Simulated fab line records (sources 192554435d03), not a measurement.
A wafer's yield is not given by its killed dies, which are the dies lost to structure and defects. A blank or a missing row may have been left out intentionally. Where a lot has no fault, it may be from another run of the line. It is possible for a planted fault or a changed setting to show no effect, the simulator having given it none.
Matching of chambers || flow n5_finfet || 4 sister chambers for N5_HKMG_FIN_STRIP_89 on rie_diel-06
The step strips SOC in N2/H2, time 20 s. 4 wafers are shown with their chamber, then 12 later ones without.

## WAFERS PAIRED WITH THEIR CHAMBERS
{"wafer": "L077.6", "chamber": 0, "drypump_motor_current_A (A)": 5.60}
{"wafer": "L088.4", "chamber": 1, "drypump_motor_current_A (A)": 5.93}
{"wafer": "L091.1", "chamber": 3, "drypump_motor_current_A (A)": 6.06}
{"wafer": "L091.6", "chamber": 2, "drypump_motor_current_A (A)": 5.68}

## WAFERS MISSING THEIR CHAMBER
{"wafer": "L092.3", "drypump_motor_current_A (A)": 5.54}
{"wafer": "L092.4", "drypump_motor_current_A (A)": 5.65}
{"wafer": "L092.5", "drypump_motor_current_A (A)": 5.58}
{"wafer": "L093.2", "drypump_motor_current_A (A)": 5.62}
{"wafer": "L093.4", "drypump_motor_current_A (A)": 6.04}
{"wafer": "L093.5", "drypump_motor_current_A (A)": 5.68}
{"wafer": "L094.1", "drypump_motor_current_A (A)": 5.67}
{"wafer": "L094.2", "drypump_motor_current_A (A)": 5.55}
{"wafer": "L094.4", "drypump_motor_current_A (A)": 5.66}
{"wafer": "L097.1", "drypump_motor_current_A (A)": 5.55}
{"wafer": "L097.2", "drypump_motor_current_A (A)": 6.07}
{"wafer": "L097.6", "drypump_motor_current_A (A)": 5.67}

## EACH ONE'S CHAMBER
{"wafer": "L092.3", "from the rows above": 0, "in truth": 0}
{"wafer": "L092.4", "from the rows above": "can't be placed: 2 or 0", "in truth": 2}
{"wafer": "L092.5", "from the rows above": 0, "in truth": 0}
{"wafer": "L093.2", "from the rows above": "can't be placed: 0 or 2", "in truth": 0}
{"wafer": "L093.4", "from the rows above": 3, "in truth": 3}
{"wafer": "L093.5", "from the rows above": 2, "in truth": 2}
{"wafer": "L094.1", "from the rows above": "can't be placed: 2 or 0", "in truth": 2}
{"wafer": "L094.2", "from the rows above": 0, "in truth": 0}
{"wafer": "L094.4", "from the rows above": "can't be placed: 2 or 0", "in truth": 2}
{"wafer": "L097.1", "from the rows above": 0, "in truth": 0}
{"wafer": "L097.2", "from the rows above": 3, "in truth": 3}
{"wafer": "L097.6", "from the rows above": "can't be placed: 2 or 0", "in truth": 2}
Placed correctly: 7 of 12. From these rows, 5 cannot be placed; in 5 the true chamber is one of the candidates. Wrongly placed: 0.
How it was worked out, from the rows above alone: a wafer's distance from a chamber is the root of the sum, over the readings, of the square of ((its reading less the chamber's mean) divided by the reading's scatter). If the next closest chamber is less than 2 further off than the closest, the wafer can't be placed; otherwise it belongs to the closest. A chamber's mean is the mean of its shown wafers. The scatter: with one shown wafer a chamber, the root of the mean of the squares of how far each hidden wafer lies from its nearest shown one.
